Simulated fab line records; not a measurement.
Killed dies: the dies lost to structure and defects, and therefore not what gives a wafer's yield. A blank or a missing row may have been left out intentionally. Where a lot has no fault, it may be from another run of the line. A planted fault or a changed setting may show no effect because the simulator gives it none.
fab line records    flow n5Finfet
record: lots: 10  wafers: 30  lastDay: 18
route steps=1938 shown BEOL_M7@1266 BEOL_M8@1334 PASSIVATION@1936
lots that met no fault: from a run of the same line without faults
startH: start of the lot's first displayed wafer, in hours after the record's first day    waitH: hours elapsed since this lot's preceding step    " as in the row above    L1.1+2: several wafers, shown together as one row    - no value, or no start given    * or withheld: withheld    < > ~ a bound
route shown NAME@n: a module of which the file shows steps, and the number in the route of the first    usual: mean and standard deviation over wafers with no fault    same: alike in all rows    chamber/n: place in a boat    sites: the reading at each site    _std_site: standard deviation across them    _edge_site: outer sites' mean less inner sites'    radiusMm: for every site, how far away it sits from the centre of the wafer    mask NAME#n: copy n    behind: the most recent tool/chamber to have shaped the wafer    hold: the reason the lot was held/the length of the hold in hours/how it ended    device: which transistor (n, p or np) failed to switch    end of line: at the end of the route, the tests of the same wafers    a step without rows: its recipe alone    killed: dies that structure and defects cost at the first sort, which is not the same as the wafer's yield    map: dies across one wafer; x = killed, . = not, _ = none there
set.NAME: the setting that was run; set.NAME@STEP: the one run at that earlier step    model.NAME: the simulator's own value behind a step, which no gauge read
one table for each step of the route and one row for each wafer, over a sample of lots
services: the hour from which a tool's chamber was out of use, counted from the record's first day as startH (under 0 if before that day), plus the number of hours and why
== steps ==
step: N5_BEOL_M7_PECVD_70
recipe: material: SiO2  targetThkA: 200  tempC: 400  precursor: TEOS/O2  pressureTorr: 5.5  rfW: 450  teosFlowSccm: 53.8  gas: O2  flowSccm: 3000  timeS: 22.7
usual: heaterPowerW: 723/81  showerheadPlenumPTorr: 8.78/0.054  throttleValvePct: 22.6/0.63
lot.wafer  tool      chamber  startH  waitH  heaterPowerW  showerheadPlenumPTorr  sinceWetCleanH  throttleValvePct
L729.1     pecvd-04  2        190.53  0.0    761           8.67                   322             22.8
L729.2     "         1        "       "      661           8.78                   1801            22.9
L729.3     "         2        "       "      752           8.70                   -               22.6
L731.2     pecvd-04  2        193.46  0.0    703           8.69                   325             22.8
L731.3     "         1        "       "      747           8.76                   -               22.6
L731.4     "         2        "       "      698           8.70                   -               22.5
L732.1     pecvd-02  1        209.80  0.0    630           8.86                   1639            21.3
L732.2     "         0        "       "      785           8.89                   914             23.0
L732.5     "         2        "       "      768           8.77                   -               21.9
L733.2     pecvd-02  1        215.44  0.0    587           8.86                   1644            21.4
L733.4     "         2        "       "      747           8.79                   -               21.7
L733.5     "         1        "       "      614           8.87                   -               21.8
L736.3     pecvd-04  0        223.37  0.0    691           8.78                   1108            23.2
L736.4     "         2        "       "      823           8.71                   -               22.9
L736.5     "         1        "       "      810           8.77                   -               22.7
L737.3     pecvd-04  0        246.78  0.1    578           8.75                   -               23.1
L737.5     "         0        "       "      607           8.77                   -               23.4
L737.6     "         1        "       "      771           8.79                   -               22.6
L745.1     pecvd-04  1        278.30  0.0    824           8.75                   1888            23.0
L745.4     "         1        "       "      818           8.77                   -               22.7
L745.5     "         0        "       "      614           8.77                   -               23.5
L747.2     pecvd-04  1        294.84  0.0    695           8.76                   1905            22.5
L747.3     "         0        "       "      685           8.77                   1180            23.2
L747.4     "         1        "       "      693           8.78                   -               22.8
L750.1     pecvd-02  2        339.44  0.0    710           8.79                   289             22.1
L750.5     "         1        "       "      581           8.85                   -               21.7
L750.6     "         2        "       "      708           8.78                   -               22.7
L751.1     pecvd-02  2        339.98  0.0    649           8.78                   290             22.6
L751.3     "         0        "       "      869           8.85                   1044            23.2
L751.5     "         1        "       "      688           8.87                   -               21.7
step: N5_BEOL_M7_CURE_75
recipe: tempC: 370  timeS: 120  ambient: DMADMS/He  material: SiCOH_lowk
usual: lampPowerPct: 52.31/0.053  wafer_temp_C_max: 371.9/0.64
lot.wafer  tool       chamber  startH  waitH  lampPowerPct  wafer_temp_C_max
L729.1     uvCure-02  0        193.47  0.0    52.32         372.1
L729.2     "          0        "       "      52.29         372.0
L729.3     "          0        "       "      52.36         371.5
L731.2     uvCure-01  1        197.82  0.1    52.34         371.8
L731.3     "          1        "       "      52.30         372.1
L731.4     "          1        "       "      52.33         371.9
L732.1     uvCure-03  1        211.97  0.0    52.33         371.2
L732.2     "          1        "       "      52.38         371.5
L732.5     "          1        "       "      52.24         371.7
L733.2     uvCure-01  0        218.30  0.1    52.32         372.1
L733.4     "          0        "       "      52.20         372.5
L733.5     "          0        "       "      52.23         371.5
L736.3     uvCure-01  2        226.72  0.1    52.31         371.5
L736.4     "          2        "       "      52.26         371.6
L736.5     "          2        "       "      52.34         371.3
L737.3     uvCure-01  0        250.69  0.1    52.38         372.1
L737.5     "          0        "       "      52.32         372.6
L737.6     "          0        "       "      52.42         371.3
L745.1     uvCure-01  2        281.36  0.0    52.30         372.1
L745.4     "          2        "       "      52.38         371.2
L745.5     "          2        "       "      52.33         371.7
L747.2     uvCure-01  0        299.09  0.1    52.36         373.2
L747.3     "          0        "       "      52.30         372.7
L747.4     "          0        "       "      52.20         372.2
L750.1     uvCure-02  1        341.84  0.0    52.31         371.9
L750.5     "          1        "       "      52.35         372.9
L750.6     "          1        "       "      52.32         371.5
L751.1     uvCure-03  1        344.38  0.0    52.37         372.3
L751.3     "          1        "       "      52.24         371.9
L751.5     "          1        "       "      52.33         371.3
step: N5_BEOL_M7_CMP_52
recipe: stopOn: SiCOH_lowk  tOverpolishS: 6.9  downForcePsi: 1  platenRpm: 50  clearingPlatenDownForcePsi: 1.5  clearingPlatenRpm: 50  postCmpClean: cuAlkaline  targetThkNm: 80  clearingPlatenPadVelocityMS: 0.99484  padVelocityMS: 0.99484
usual: barrierFieldEndpointS: 28.5/0.66  clearingPlatenDownForcePsi: 1.5000/0.0027  motorCurrentA: 6.3/0.51  overpolishRunS: 6.900/0.0091  retainingRingPressureFrac: 1.000/0.0053
lot.wafer  tool    chamber  startH  waitH  barrierFieldEndpointS  clearingPlatenDownForcePsi  motorCurrentA  overpolishRunS  retainingRingPressureFrac
L729.1     cmp-02  3        194.91  0.3    27.7                   1.4950                      6.3            6.909           0.997
L729.2     "       1        "       "      28.1                   1.4946                      6.5            6.912           1.000
L729.3     "       2        "       "      28.9                   1.5004                      6.4            6.909           1.004
L731.2     cmp-02  3        199.88  0.3    27.7                   1.4978                      5.9            6.892           0.999
L731.4     "       0        "       "      28.2                   1.4981                      6.8            6.886           0.991
L731.3     "       1        "       "      28.3                   1.4978                      6.3            6.883           1.001
L732.1     cmp-01  1        214.46  0.3    29.1                   1.5030                      6.2            6.899           0.999
L732.2     "       2        "       "      28.8                   1.5015                      6.6            6.890           1.004
L732.5     "       0        "       "      28.6                   1.4985                      6.7            6.911           1.004
L733.4     cmp-01  0        220.18  0.1    28.1                   1.5013                      6.9            6.895           1.001
L733.2     "       2        "       "      27.2                   1.5004                      6.4            6.908           1.006
L733.5     "       0        "       "      28.4                   1.4961                      7.2            6.895           0.998
L736.3     cmp-03  0        229.16  0.2    28.7                   1.4950                      6.6            6.894           1.001
L736.4     "       2        "       "      29.7                   1.5016                      5.6            6.906           1.004
L736.5     "       3        "       "      28.5                   1.5010                      5.3            6.909           0.998
L737.3     cmp-02  0        252.42  0.3    28.6                   1.4994                      7.2            6.912           1.003
L737.5     "       1        "       "      29.1                   1.4999                      6.3            6.897           0.998
L737.6     "       2        "       "      28.7                   1.5003                      6.9            6.904           0.991
L745.1     cmp-01  3        283.37  0.4    45.1                   1.5033                      6.2            1.620           1.005
L745.4     "       2        "       "      44.8                   1.5017                      6.4            1.899           1.003
L745.5     "       0        "       "      28.6                   1.4931                      6.7            6.909           1.005
L747.3     cmp-01  1        302.16  0.2    27.9                   1.5022                      6.3            6.890           1.006
L747.4     "       2        "       "      45.0                   1.5024                      6.2            1.797           0.998
L747.2     "       3        "       "      45.6                   1.5031                      5.7            1.087           1.004
L750.1     cmp-03  0        344.88  0.3    28.1                   1.5008                      6.8            6.907           0.996
L750.6     "       3        "       "      29.4                   1.4998                      5.6            6.892           0.998
L750.5     "       0        "       "      29.9                   1.5029                      6.6            6.882           1.011
L751.1     cmp-01  3        346.34  0.3    29.3                   1.4934                      6.4            6.897           1.005
L751.3     "       2        "       "      29.0                   1.5013                      6.5            6.894           0.997
L751.5     "       0        "       "      30.1                   1.5003                      6.6            6.893           1.006
step: N5_BEOL_M7_DEP_56
recipe: material: SiCN  targetThkA: 100  tempC: withheld  precursor: 3MS/NH3  pressureTorr: 3  rfW: 202  timeS: 17.5
usual: showerheadPlenumPTorr: 3.664/0.012  throttleValvePct: 9.14/0.29
lot.wafer  tool      chamber  startH  waitH  showerheadPlenumPTorr  sinceWetCleanH  throttleValvePct
L729.1     pecvd-02  1        195.27  0.0    3.685                  1624            8.76
L729.2     "         0        "       "      3.683                  899             9.21
L729.3     "         2        "       "      3.664                  145             8.91
L731.2     pecvd-02  2        200.20  0.0    3.662                  150             8.87
L731.3     "         0        "       "      3.679                  904             9.33
L731.4     "         2        "       "      3.653                  -               9.04
L732.1     pecvd-02  1        214.78  0.0    3.683                  1644            8.54
L732.2     "         0        "       "      3.688                  919             9.04
L732.5     "         2        "       "      3.664                  -               8.81
L733.2     pecvd-04  2        220.54  0.0    3.649                  352             9.39
L733.4     "         0        "       "      3.659                  -               9.55
L733.5     "         2        "       "      3.650                  -               9.04
L736.3     pecvd-04  0        229.48  0.0    3.663                  1115            9.43
L736.4     "         0        "       "      3.654                  -               9.20
L736.5     "         2        "       "      3.658                  -               9.42
L737.3     pecvd-01  1        252.70  0.0    3.679                  -               9.36
L737.5     "         2        "       "      3.666                  -               8.57
L737.6     "         1        "       "      3.674                  -               9.28
L745.1     pecvd-04  2        283.73  0.0    3.651                  415             9.19
L745.4     "         2        "       "      3.647                  -               9.28
L745.5     "         1        "       "      3.662                  -               9.01
L747.2     pecvd-02  1        302.48  0.0    3.693                  1731            8.69
L747.3     "         2        "       "      3.664                  252             9.19
L747.4     "         0        "       "      3.682                  -               9.27
L750.1     pecvd-02  2        345.20  0.0    3.658                  295             9.00
L750.5     "         0        "       "      3.681                  -               9.41
L750.6     "         1        "       "      3.673                  -               8.62
L751.1     pecvd-04  1        346.69  0.0    3.665                  1957            9.26
L751.3     "         2        "       "      3.644                  478             9.18
L751.5     "         1        "       "      3.664                  -               8.98
step: N5_BEOL_M8_THK_MEAS_01
recipe: reads: SiCOH_lowk_of_BEOL_M8_ILD_DEP_00
usual: M8_ILD_THK: 155.1/1.9
lot.wafer  tool          chamber  startH  waitH  M8_ILD_THK[nm]
L729.1     filmMetro-01  -        196.48  0.8    152.3
L729.2     "             -        "       "      150.3
L729.3     "             -        "       "      154.2
L731.2     filmMetro-02  -        200.91  0.4    155.3
L731.3     "             -        "       "      155.8
L731.4     "             -        "       "      158.0
L732.1     filmMetro-02  -        215.48  0.4    156.0
L732.2     "             -        "       "      156.8
L732.5     "             -        "       "      156.8
L733.2     filmMetro-01  -        221.25  0.4    151.2
L733.4     "             -        "       "      152.7
L733.5     "             -        "       "      157.0
L736.3     filmMetro-02  -        230.19  0.3    153.2
L736.4     "             -        "       "      157.0
L736.5     "             -        "       "      157.7
L737.3     filmMetro-02  -        253.41  0.3    153.3
L737.5     "             -        "       "      154.6
L737.6     "             -        "       "      156.4
L745.1     filmMetro-01  -        284.44  0.4    156.6
L745.4     "             -        "       "      156.5
L745.5     "             -        "       "      157.1
L747.2     filmMetro-02  -        303.18  0.4    154.4
L747.3     "             -        "       "      153.3
L747.4     "             -        "       "      154.1
L750.1     filmMetro-01  -        345.91  0.4    152.3
L750.5     "             -        "       "      157.2
L750.6     "             -        "       "      153.8
L751.1     filmMetro-02  -        347.40  0.4    153.2
L751.3     "             -        "       "      153.7
L751.5     "             -        "       "      155.3
step: N5_PASSIVATION_PROBE_49
usual: defectLimitedYield: 91.4/1.5  killed_at_M0_to_M3: 31/11  killed_at_M4_up: 13/5.5  killedAtContacts: 13/6.3  killedAtFrontEnd: 40/13  killedAtOther: 3.3/2.6  killedDies: 101/18  killedOpen: 67/13  killedShort: 33/7.9  sort_bin_5_function: 5.1/1  sort_bin_6_memory: 3.2/0.68  sortNPass: 1079/18  sortYieldPct: 91.4/1.5
same: grossDies: 1180  killedAtBackSide: 0  sort_bin_4_leakage[%]: 0  sort_bin_8_speed[%]: 0
lot.wafer  tool       chamber  startH  waitH  defectLimitedYield[%]  killed_at_M0_to_M3  killed_at_M4_up  killedAtContacts  killedAtFrontEnd  killedAtOther  killedDies  killedOpen  killedShort  sort_bin_5_function[%]  sort_bin_6_memory[%]  sortNPass  sortYieldPct[%]
L729.1     prober-02  -        267.97  0.0    92.1                   25                  18               19                31                0              93          56          34           4.6                     3.3                   1087       92.1
L729.2     prober-02  -        268.02  0.1    92.4                   15                  16               10                48                1              90          56          34           5.2                     2.4                   1090       92.4
L729.3     prober-02  -        268.07  0.1    92.5                   26                  13               19                30                0              88          66          20           4.9                     2.4                   1092       92.5
L731.2     prober-02  -        270.64  0.1    87.0                   40                  22               18                69                4              153         109         44           8.2                     4.5                   1027       87.0
L731.3     prober-02  -        270.69  0.1    91.0                   25                  12               14                54                1              106         73          32           5.8                     3.0                   1074       91.0
L731.4     prober-02  -        270.74  0.2    90.8                   14                  16               28                49                2              109         74          34           5.3                     3.4                   1071       90.8
L733.2     prober-02  -        292.86  0.1    91.0                   24                  9                2                 66                5              106         67          35           6.4                     2.1                   1074       91.0
L733.4     prober-02  -        292.96  0.2    89.8                   24                  11               17                62                6              120         87          33           5.7                     4.2                   1060       89.8
L733.5     prober-02  -        293.01  0.2    92.2                   10                  20               3                 55                4              92          59          32           4.4                     3.1                   1088       92.2
L736.3     prober-02  -        297.86  0.1    92.4                   22                  15               9                 43                1              90          64          26           4.8                     2.5                   1090       92.4
L736.4     prober-02  -        297.91  0.2    92.0                   27                  14               11                40                2              94          62          32           4.7                     3.2                   1086       92.0
L736.5     prober-02  -        297.96  0.2    90.6                   39                  17               9                 44                2              111         67          43           5.1                     4.2                   1069       90.6
L747.2     prober-02  -        370.08  0.1    92.5                   18                  24               21                26                0              89          60          28           4.9                     2.5                   1091       92.5
L747.3     prober-02  -        370.13  0.1    93.4                   19                  17               6                 32                4              78          52          25           3.6                     2.8                   1102       93.4
L747.4     prober-02  -        370.18  0.2    92.4                   25                  10               9                 45                1              90          61          27           4.3                     3.0                   1090       92.4
killed by level:class
L729.1 MOL_CONTACT_COAG:geometricParticle:open=13 GATE_CUT:geometricParticle:short=10 MOL_CONTACT_COAG:geometricParticle:short=6 BEOL_M1:geometricParticle:open=6 BEOL_M4:geometricParticle:open=6 BEOL_M2:geometricParticle:open=5 FIN_SAQP:geometricParticle:short=4 STI_FIN_REVEAL:geometricParticle:open=4
L729.2 FIN_SAQP:geometricParticle:short=14 MOL_CONTACT_COAG:geometricParticle:open=10 FIN_SAQP:geometricParticle:open=9 BEOL_M4:geometricParticle:open=9 BEOL_M1:geometricParticle:open=7 DUMMY_GATE:geometricParticle:open=6 STI_FIN_REVEAL:geometricParticle:open=5 BEOL_M1:geometricParticle:short=5
L729.3 MOL_CONTACT_COAG:geometricParticle:open=17 FIN_SAQP:geometricParticle:open=8 FIN_SAQP:geometricParticle:short=6 STARTING-WAFER:geometricParticle:open=6 BEOL_M0_SAQP:geometricParticle:open=5 BEOL_M0_SAQP:geometricParticle:short=5 BEOL_M0:geometricParticle:open=5 BEOL_M2:geometricParticle:open=5
L731.2 FIN_SAQP:geometricParticle:open=32 BEOL_M2:geometricParticle:open=17 MOL_CONTACT_COAG:geometricParticle:open=16 FIN_SAQP:geometricParticle:short=10 BEOL_M2:geometricParticle:short=10 BEOL_M4:geometricParticle:open=10 DUMMY_GATE:geometricParticle:open=8 BEOL_M5:geometricParticle:open=6
L731.3 FIN_SAQP:geometricParticle:open=16 MOL_CONTACT_COAG:geometricParticle:open=13 FIN_SAQP:geometricParticle:short=9 SPACER0:geometricParticle:open=6 BEOL_M2:geometricParticle:open=5 STI_FIN_REVEAL:geometricParticle:open=5 BEOL_M0_SAQP:geometricParticle:short=5 BEOL_M4:geometricParticle:open=4
L731.4 FIN_SAQP:geometricParticle:open=21 MOL_CONTACT_COAG:geometricParticle:open=21 FIN_SAQP:geometricParticle:short=13 MOL_CONTACT_COAG:geometricParticle:short=7 BEOL_M2:geometricParticle:open=6 BEOL_M5:geometricParticle:open=6 DUMMY_GATE:geometricParticle:open=4 BEOL_M4:geometricParticle:open=4
L733.2 STI_FIN_REVEAL:geometricParticle:open=21 FIN_SAQP:geometricParticle:short=11 GATE_CUT:geometricParticle:short=8 GATE_CUT:geometricParticle:open=8 BEOL_M0_SAQP:geometricParticle:short=7 FIN_SAQP:geometricParticle:open=5 BEOL_M0_SAQP:geometricParticle:open=4 BEOL_M0:geometricParticle:open=4
L733.4 STI_FIN_REVEAL:geometricParticle:open=24 MOL_CONTACT_COAG:geometricParticle:open=16 FIN_SAQP:geometricParticle:short=10 BEOL_M3:geometricParticle:open=9 FIN_SAQP:geometricParticle:open=8 BEOL_M0_SAQP:geometricParticle:short=8 BEOL_M4:geometricParticle:open=5 STI_FIN_REVEAL:geometricParticle:short=4
L733.5 STI_FIN_REVEAL:geometricParticle:open=15 FIN_SAQP:geometricParticle:short=6 STI_FIN_REVEAL:geometricParticle:short=6 GATE_CUT:geometricParticle:short=6 FIN_SAQP:geometricParticle:open=5 BEOL_M4:geometricParticle:open=5 BEOL_M5:geometricParticle:open=5 STARTING-WAFER:geometricParticle:open=4
L736.3 STI_FIN_REVEAL:geometricParticle:open=18 MOL_CONTACT_COAG:geometricParticle:open=6 BEOL_M1:geometricParticle:open=6 BEOL_M4:geometricParticle:open=6 STI_FIN_REVEAL:geometricParticle:short=4 GATE_CUT:geometricParticle:short=4 BEOL_M0_SAQP:geometricParticle:open=4 FIN_SAQP:geometricParticle:open=3
L736.4 MOL_CONTACT_COAG:geometricParticle:open=8 FIN_SAQP:geometricParticle:open=8 BEOL_M3:geometricParticle:open=7 STI_FIN_REVEAL:geometricParticle:open=6 BEOL_M2:geometricParticle:open=6 FIN_SAQP:geometricParticle:short=5 GATE_CUT:geometricParticle:short=5 BEOL_M4:geometricParticle:open=4
L736.5 FIN_SAQP:geometricParticle:short=17 STI_FIN_REVEAL:geometricParticle:open=10 BEOL_M2:geometricParticle:open=9 BEOL_M3:geometricParticle:open=9 MOL_CONTACT_COAG:geometricParticle:open=7 BEOL_M1:geometricParticle:open=7 FIN_SAQP:geometricParticle:open=5 BEOL_M4:geometricParticle:open=5
L747.2 BEOL_M4:geometricParticle:open=15 MOL_CONTACT_COAG:geometricParticle:open=11 MOL_CONTACT_COAG:geometricParticle:short=10 BEOL_M2:geometricParticle:open=9 FIN_SAQP:geometricParticle:open=6 FIN_SAQP:geometricParticle:short=4 STI_FIN_REVEAL:geometricParticle:open=3 GATE_CUT:geometricParticle:short=3
L747.3 FIN_SAQP:geometricParticle:open=10 BEOL_M0_SAQP:geometricParticle:open=7 BEOL_M4:geometricParticle:open=7 FIN_SAQP:geometricParticle:short=5 STI_FIN_REVEAL:geometricParticle:open=5 BEOL_M0_SAQP:geometricParticle:short=5 BEOL_M2:geometricParticle:open=4 MOL_CONTACT_COAG:geometricParticle:open=3
L747.4 FIN_SAQP:geometricParticle:open=14 STI_FIN_REVEAL:geometricParticle:open=13 MOL_CONTACT_COAG:geometricParticle:open=8 BEOL_M2:geometricParticle:open=7 BEOL_M0_SAQP:geometricParticle:short=6 FIN_SAQP:geometricParticle:short=5 GATE_CUT:geometricParticle:short=5 BEOL_M0:geometricParticle:open=4
== services ==
tool       chamber  startH  hours  kind
cmp-03     -        167.87  1.6    repair
pecvd-02   1        173.68  2.1    scheduledDown
cmp-03     -        181.19  5.3    repair
cmp-02     -        183.50  0.6    repair
pecvd-04   0        190.36  5.5    scheduledDown
cmp-01     -        191.11  0.3    repair
cmp-03     -        208.50  1.8    repair
uvCure-03  -        213.10  1.4    repair
uvCure-02  -        231.35  0.9    repair
uvCure-01  -        234.10  7.5    pm
pecvd-04   2        234.50  16.5   scheduledDown
cmp-03     -        234.58  4.0    pm
cmp-01     -        240.50  0.6    repair
uvCure-03  -        244.42  7.1    pm
uvCure-02  -        260.00  7.5    pm
cmp-03     -        263.00  0.4    repair
uvCure-01  -        271.15  0.8    repair
cmp-01     -        279.26  2.2    repair
uvCure-02  -        283.03  0.3    repair
pecvd-01   -        296.54  5.5    pm
uvCure-02  -        323.36  7.1    pm
cmp-03     -        323.45  5.2    pm
cmp-01     -        325.82  5.9    pm
uvCure-01  -        341.82  2.8    pm
== key ==
firstSign: step: N5_BEOL_M7_CMP_52  reading: overpolishRunS  direction: down  sigmas: 99+  usual: 6.900  struck: 1.601
effect: step: N5_BEOL_M7_CMP_52  reading: barrierFieldEndpointS  direction: up  sigmas: 25  usual: 28.5  struck: 45.1
metAt N5_BEOL_M7_PECVD_70
struckLots L745,L747
struckWafers L745.1,L745.4,L747.2,L747.4
notActingAt N5_BEOL_M7_CURE_75,N5_BEOL_M7_DEP_56,N5_BEOL_M8_THK_MEAS_01
onsetBetween 246.78 278.30
fault: kind: processParameterDrift  tool: pecvd-04  chamber: 1  onsetH: 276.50  steps: N5_BEOL_M7_PECVD_70  channel: timeS  offset: *  shape: step  endH: 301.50  actsIn: *  stated: *
